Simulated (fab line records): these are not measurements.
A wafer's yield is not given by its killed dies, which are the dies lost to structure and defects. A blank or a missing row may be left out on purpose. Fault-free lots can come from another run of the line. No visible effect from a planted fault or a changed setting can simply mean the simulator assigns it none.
fab line records -- flow n5_finfet -- part 2 of 2: steps 23 to 32 of 32
record lots=5, wafers=15, last_day=17
route steps=1938 shown BEOL_M2@842
lots with no fault: from the same line, run without faults
start_h: hours from the record's first day to the start of the lot's first wafer shown -- wait_h: how many hours have passed since the lot's step before this one -- " same as the row above -- L1.1+2: a row that stands for several wafers -- - either no value or no given start -- * or withheld: withheld -- < > ~ a bound
route shown NAME@n: names a module that has steps shown in the file, with the first one's number in the route -- usual: mean/standard deviation of fault-free wafers -- same: alike in all rows -- chamber/n: place in a boat -- sites: readings site by site -- _std_site: the standard deviation of these -- _edge_site: mean of outer sites minus mean of inner sites -- radius_mm: how far each site lies from the wafer's centre -- mask NAME#n: copy n -- behind: the most recent tool/chamber to have shaped the wafer -- hold: cause of the lot's hold/its duration in hours/its outcome -- device: whichever transistor did not switch (one of n, p or np) -- end of line: tests run on the same wafers once the route is complete -- a step with no rows: only its recipe -- killed: not the wafer's yield, but the dies lost to structure and defects at the first sort -- map: dies across one wafer; x = killed, . = not, _ = none there
set.NAME: the setting that was run; set.NAME@STEP: the one run at that earlier step -- model.NAME: the simulator's own value behind a step, which no gauge read
lots at selected steps of the route; one table per step, one row per wafer
services: a tool's chamber out of use, with start hour (start_h, from the record's first day; less than 0 if before it), hours out, and reason
## steps
# step N5_BEOL_M2_HM_OPEN_17
# recipe chemistry=Cl2/BCl3, target_depth_a=200, overetch_a=60, target=TiN, mask_material=SOC, ion_energy_ev=150, pressure_mtorr=10, icp_w=1000, bias_w=126, Cl2_flow_sccm=53.25, bcl3_flow_sccm=21.75, Ar_flow_sccm=25
# usual drypump_motor_current_A=5.9/0.39, oes_product_au=0.61/0.064, throttle_valve_pct=22.32/0.18
lot.wafer,tool,chamber,start_h,wait_h,drypump_motor_current_A,oes_product_au,rf_hours_counter_h,throttle_valve_pct
L085.1,rie_metal-01,1,208.09,0.0,5.9,0.60,77,21.99
L085.4,rie_metal-01,0,208.09,0.0,6.1,0.53,-,22.52
L085.6,rie_metal-01,1,208.09,0.0,5.9,0.60,-,21.99
L086.2,rie_metal-03,0,213.81,0.0,5.9,0.69,33,22.35
L086.3,rie_metal-03,1,213.81,0.0,6.4,0.59,-,22.32
L086.5,rie_metal-03,0,213.81,0.0,5.9,0.70,-,22.34
L088.1,rie_metal-01,0,225.03,0.0,6.1,0.54,111,22.47
L088.3,rie_metal-01,0,225.03,0.0,6.1,0.54,-,22.49
L088.4,rie_metal-01,1,225.03,0.0,5.9,0.60,-,21.99
L091.2,rie_metal-03,0,237.32,0.0,5.9,0.69,35,22.35
L091.4,rie_metal-03,1,237.32,0.0,6.4,0.59,-,22.34
L091.6,rie_metal-03,1,237.32,0.0,6.4,0.58,-,22.33
L095.3,rie_metal-03,0,275.19,0.1,5.9,0.69,-,22.35
L095.5,rie_metal-03,1,275.19,0.1,6.4,0.59,-,22.33
L095.6,rie_metal-03,0,275.19,0.1,5.9,0.69,-,22.35
# step N5_BEOL_M2_STRIP_19
# recipe chemistry=O2, power_w=400, temp_c=40, pressure_mtorr=30, rf_frequency_hz=6e+07, bias_power_w=0, overash_fraction=0.2, o2_flow_sccm=225
# usual drypump_motor_current_A=5.9/0.4, oes_product_au=0.76/0.096, rf_vpp_V=3.7/0.48, showerhead_plenum_p_Torr=2.08/0.059, throttle_valve_pct=16.64/0.25
lot.wafer,tool,chamber,start_h,wait_h,drypump_motor_current_A,oes_product_au,rf_hours_counter_h,rf_vpp_V,showerhead_plenum_p_Torr,throttle_valve_pct
L085.1,rie_diel-03,3,208.20,0.1,5.9,0.72,206,3.6,2.06,16.39
L085.4,rie_diel-03,0,208.20,0.1,6.3,0.66,-,3.4,2.07,16.92
L085.6,rie_diel-03,1,208.20,0.1,6.3,0.76,-,3.3,2.10,16.70
L086.2,rie_diel-02,0,214.04,0.2,6.4,0.73,160,3.1,1.91,16.73
L086.3,rie_diel-02,2,214.04,0.2,5.8,0.96,3,4.5,2.07,16.55
L086.5,rie_diel-02,1,214.04,0.2,5.4,0.71,-,3.8,2.17,16.58
L088.1,rie_diel-03,1,225.14,0.1,6.4,0.75,135,3.6,2.10,16.71
L088.3,rie_diel-03,2,225.14,0.1,5.5,1.03,1,2.9,2.04,16.20
L088.4,rie_diel-03,3,225.14,0.1,5.9,0.71,-,3.0,2.06,16.41
L091.2,rie_diel-03,1,237.65,0.3,6.3,0.75,141,3.7,2.10,16.73
L091.4,rie_diel-03,2,237.65,0.3,5.5,0.97,-,2.8,2.04,16.20
L091.6,rie_diel-03,3,237.65,0.3,5.9,0.70,-,3.3,2.05,16.41
L095.3,rie_diel-02,3,275.44,0.2,6.0,0.81,82,3.9,2.02,16.68
L095.5,rie_diel-02,3,275.44,0.2,6.0,0.81,-,3.2,2.02,16.70
L095.6,rie_diel-02,1,275.44,0.2,5.4,0.70,-,2.9,2.16,16.60
# step N5_BEOL_M2_CD_MEAS_18
# recipe pitch_nm=36, target_cd_nm=18
# usual cd_nm=17.9/0.34
lot.wafer,tool,chamber,start_h,wait_h,cd_nm
L085.1,cd_sem-02,-,208.27,0.0,17.6
L085.4,cd_sem-02,-,208.27,0.0,18.2
L085.6,cd_sem-02,-,208.27,0.0,17.8
L086.2,cd_sem-01,-,214.11,0.1,18.1
L086.3,cd_sem-01,-,214.11,0.1,18.3
L086.5,cd_sem-01,-,214.11,0.1,17.7
L088.1,cd_sem-03,-,225.21,0.0,18.4
L088.3,cd_sem-03,-,225.21,0.0,17.9
L088.4,cd_sem-03,-,225.21,0.0,18.4
L091.2,cd_sem-02,-,237.72,0.1,17.7
L091.4,cd_sem-02,-,237.72,0.1,17.8
L091.6,cd_sem-02,-,237.72,0.1,18.1
L095.3,cd_sem-01,-,275.51,0.1,18.4
L095.5,cd_sem-01,-,275.51,0.1,18.0
L095.6,cd_sem-01,-,275.51,0.1,18.1
# step N5_BEOL_M2_COAT_67
# recipe resist=SOC, temp_c=250, time_s=60, spin_rpm=1500, resist_thk_nm=60
# usual spin_speed_rpm=1500.1/1
lot.wafer,tool,chamber,start_h,wait_h,spin_speed_rpm
L085.1,litho_track-05,0,208.31,0.0,1499.4
L085.4,litho_track-05,0,208.31,0.0,1500.5
L085.6,litho_track-05,0,208.31,0.0,1499.4
L086.2,litho_track-03,0,214.14,0.0,1500.4
L086.3,litho_track-03,0,214.14,0.0,1501.4
L086.5,litho_track-03,0,214.14,0.0,1500.8
L088.1,litho_track-03,0,225.25,0.0,1500.0
L088.3,litho_track-03,0,225.25,0.0,1499.5
L088.4,litho_track-03,0,225.25,0.0,1499.4
L091.2,litho_track-05,0,237.75,0.0,1499.0
L091.4,litho_track-05,0,237.75,0.0,1500.2
L091.6,litho_track-05,0,237.75,0.0,1500.4
L095.3,litho_track-03,0,275.54,0.0,1498.2
L095.5,litho_track-03,0,275.54,0.0,1500.3
L095.6,litho_track-03,0,275.54,0.0,1498.8
# step N5_BEOL_M2_COAT_68
# recipe resist=SiARC, temp_c=220, time_s=60, spin_rpm=1500, resist_thk_nm=12
# usual spin_speed_rpm=1500.0/1
lot.wafer,tool,chamber,start_h,wait_h,spin_speed_rpm
L085.1,litho_track-05,0,-,-,1499.6
L085.4,litho_track-05,0,-,-,1499.5
L085.6,litho_track-05,0,-,-,1501.6
L086.2,litho_track-03,0,-,-,1498.2
L086.3,litho_track-03,0,-,-,1500.0
L086.5,litho_track-03,0,-,-,1497.8
L088.1,litho_track-03,0,-,-,1502.5
L088.3,litho_track-03,0,-,-,1498.4
L088.4,litho_track-03,0,-,-,1497.2
L091.2,litho_track-05,0,-,-,1500.4
L091.4,litho_track-05,0,-,-,1500.0
L091.6,litho_track-05,0,-,-,1500.8
L095.3,litho_track-03,0,-,-,1500.4
L095.5,litho_track-03,0,-,-,1499.7
L095.6,litho_track-03,0,-,-,1499.9
# step N5_BEOL_M2_COAT_76
# recipe resist=underlayer, temp_c=205, time_s=60, spin_rpm=1500, resist_thk_nm=5
# usual spin_speed_rpm=1500.3/1.1
lot.wafer,tool,chamber,start_h,wait_h,spin_speed_rpm
L085.1,litho_track-05,0,-,-,1499.2
L085.4,litho_track-05,0,-,-,1500.8
L085.6,litho_track-05,0,-,-,1501.3
L086.2,litho_track-03,0,-,-,1500.2
L086.3,litho_track-03,0,-,-,1497.6
L086.5,litho_track-03,0,-,-,1499.5
L088.1,litho_track-03,0,-,-,1500.3
L088.3,litho_track-03,0,-,-,1500.0
L088.4,litho_track-03,0,-,-,1501.1
L091.2,litho_track-05,0,-,-,1499.6
L091.4,litho_track-05,0,-,-,1499.3
L091.6,litho_track-05,0,-,-,1500.7
L095.3,litho_track-03,0,-,-,1501.5
L095.5,litho_track-03,0,-,-,1500.3
L095.6,litho_track-03,0,-,-,1501.5
# step N5_BEOL_M2_COAT_22
# recipe resist=CAR-EUV, spin_rpm=1500, resist_thk_nm=30
# usual spin_speed_rpm=1499.8/0.85
lot.wafer,tool,chamber,start_h,wait_h,spin_speed_rpm
L085.1,litho_track-05,0,-,-,1499.8
L085.4,litho_track-05,0,-,-,1499.2
L085.6,litho_track-05,0,-,-,1498.5
L086.2,litho_track-03,0,-,-,1500.8
L086.3,litho_track-03,0,-,-,1500.1
L086.5,litho_track-03,0,-,-,1499.3
L088.1,litho_track-03,0,-,-,1500.1
L088.3,litho_track-03,0,-,-,1501.2
L088.4,litho_track-03,0,-,-,1500.1
L091.2,litho_track-05,0,-,-,1499.0
L091.4,litho_track-05,0,-,-,1499.8
L091.6,litho_track-05,0,-,-,1499.8
L095.3,litho_track-03,0,-,-,1500.5
L095.5,litho_track-03,0,-,-,1499.6
L095.6,litho_track-03,0,-,-,1500.0
# step N5_BEOL_M2_EBR_24
# recipe solvent=PGMEA, ebr_width_mm=1.5
lot.wafer,tool,chamber,start_h,wait_h
L085.1+4+6,litho_track-05,0,-,-
L086.2+3+5,litho_track-03,0,-,-
L088.1+3+4,litho_track-03,0,-,-
L091.2+4+6,litho_track-05,0,-,-
L095.3+5+6,litho_track-03,0,-,-
# step N5_BEOL_M2_SOFTBAKE_23
# recipe temp_c=110, time_s=60, resist=CAR-EUV
lot.wafer,tool,chamber,start_h,wait_h
L085.1+4+6,litho_track-05,0,-,-
L086.2+3+5,litho_track-03,0,-,-
L088.1+3+4,litho_track-03,0,-,-
L091.2+4+6,litho_track-05,0,-,-
L095.3+5+6,litho_track-03,0,-,-
# step N5_BEOL_M2_EXPOSE_25
# recipe mask_id=V1, na=0.33, source_shape=quasar, sigma_inner=0.2, sigma_outer=0.8, polarization=unpolarized, defocus_nm=5, dose_mj=63
lot.wafer,tool,chamber,start_h,wait_h,mask
L085.1+4+6,euv_scanner-01,0,208.44,-,V1#0
L086.2+3+5,euv_scanner-01,0,214.29,-,V1#0
L088.1+3+4,euv_scanner-02,0,225.53,-,V1#0
L091.2+4+6,euv_scanner-01,0,237.90,-,V1#0
L095.3+5+6,euv_scanner-01,0,275.82,-,V1#0
## services
tool,chamber,start_h,hours,kind
rie_metal-03,-,195.21,10.0,pm
rie_diel-03,2,203.59,-,clean
rie_diel-03,2,203.59,-,consumable_replace:focus_ring
rie_diel-03,2,203.59,17.8,scheduled_down
rie_diel-03,2,203.59,17.8,vent_cycle
rie_metal-03,-,209.18,0.2,repair
litho_track-03,-,211.95,-,consumable_replace:filter
rie_diel-03,1,217.32,3.5,repair
rie_diel-03,0,221.39,-,clean
rie_diel-03,0,221.39,-,consumable_replace:focus_ring
rie_diel-03,0,221.39,21.7,scheduled_down
euv_scanner-01,-,224.75,1.0,pm
euv_scanner-02,-,235.76,1.0,pm
rie_metal-03,-,240.62,28.1,pm
rie_metal-01,-,242.66,2.8,pm
pecvd-02,2,252.11,3.4,repair
rie_diel-05,3,253.97,1.8,repair
pvd_sputter-03,-,254.06,7.5,repair
euv_scanner-01,-,254.81,5.8,pm
pecvd-02,-,257.22,1.5,repair
rie_diel-02,1,259.41,3.0,repair
euv_scanner-02,-,262.30,4.6,pm
rie_diel-02,0,272.35,6.4,repair
rie_diel-03,3,272.91,8.3,repair
